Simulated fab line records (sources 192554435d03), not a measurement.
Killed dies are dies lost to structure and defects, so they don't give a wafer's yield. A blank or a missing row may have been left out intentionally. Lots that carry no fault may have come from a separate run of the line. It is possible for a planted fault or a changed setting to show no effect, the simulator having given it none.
Matching of chambers / flow n5 finfet / 4 sister chambers for N5_HKMG_FIN_STRIP_90 on rie diel-05
The step strips SOC in N2/H2, time 20 s. 8 wafers are shown with their chamber, then 8 later ones without.

WAFERS, EACH WITH ITS CHAMBER
wafer=L080.3; chamber=2; drypump motor current A (A)=5.3; showerhead plenum p Torr (Torr)=3.41
wafer=L080.6; chamber=3; drypump motor current A (A)=5.8; showerhead plenum p Torr (Torr)=3.34
wafer=L089.3; chamber=0; drypump motor current A (A)=6.0; showerhead plenum p Torr (Torr)=3.21
wafer=L089.4; chamber=2; drypump motor current A (A)=5.3; showerhead plenum p Torr (Torr)=3.40
wafer=L089.6; chamber=3; drypump motor current A (A)=5.8; showerhead plenum p Torr (Torr)=3.33
wafer=L092.4; chamber=0; drypump motor current A (A)=6.0; showerhead plenum p Torr (Torr)=3.21
wafer=L092.6; chamber=1; drypump motor current A (A)=5.2; showerhead plenum p Torr (Torr)=3.46
wafer=L093.1; chamber=1; drypump motor current A (A)=5.3; showerhead plenum p Torr (Torr)=3.46

WAFERS WITH NO CHAMBER GIVEN
wafer=L093.3; drypump motor current A (A)=5.9; showerhead plenum p Torr (Torr)=3.32
wafer=L093.4; drypump motor current A (A)=6.0; showerhead plenum p Torr (Torr)=3.21
wafer=L095.4; drypump motor current A (A)=5.3; showerhead plenum p Torr (Torr)=3.46
wafer=L095.5; drypump motor current A (A)=5.3; showerhead plenum p Torr (Torr)=3.46
wafer=L095.6; drypump motor current A (A)=6.0; showerhead plenum p Torr (Torr)=3.21
wafer=L097.1; drypump motor current A (A)=5.3; showerhead plenum p Torr (Torr)=3.39
wafer=L097.4; drypump motor current A (A)=5.3; showerhead plenum p Torr (Torr)=3.46
wafer=L097.5; drypump motor current A (A)=5.3; showerhead plenum p Torr (Torr)=3.39

CHAMBER TAKEN BY EACH
wafer=L093.3; from the rows above=3; in truth=3
wafer=L093.4; from the rows above=0; in truth=0
wafer=L095.4; from the rows above=1; in truth=1
wafer=L095.5; from the rows above=1; in truth=1
wafer=L095.6; from the rows above=0; in truth=0
wafer=L097.1; from the rows above=2; in truth=2
wafer=L097.4; from the rows above=1; in truth=1
wafer=L097.5; from the rows above=2; in truth=2
8 of 8 placed correctly. Left unplaced by these rows: 0. Placed wrongly: 0.
How it was worked out, from the rows above alone: a wafer's distance from a chamber is the root of the sum, over the readings, of the square of ((its reading less the chamber's mean) divided by the reading's scatter). The wafer belongs to the nearest chamber; if the next one is less than 2 further off, it can't be placed. A chamber's mean is the mean of its shown wafers. The scatter is the square root of a quotient: the sum, over the shown wafers, of each reading's squared deviation from its chamber's mean, divided by wafers minus chambers.
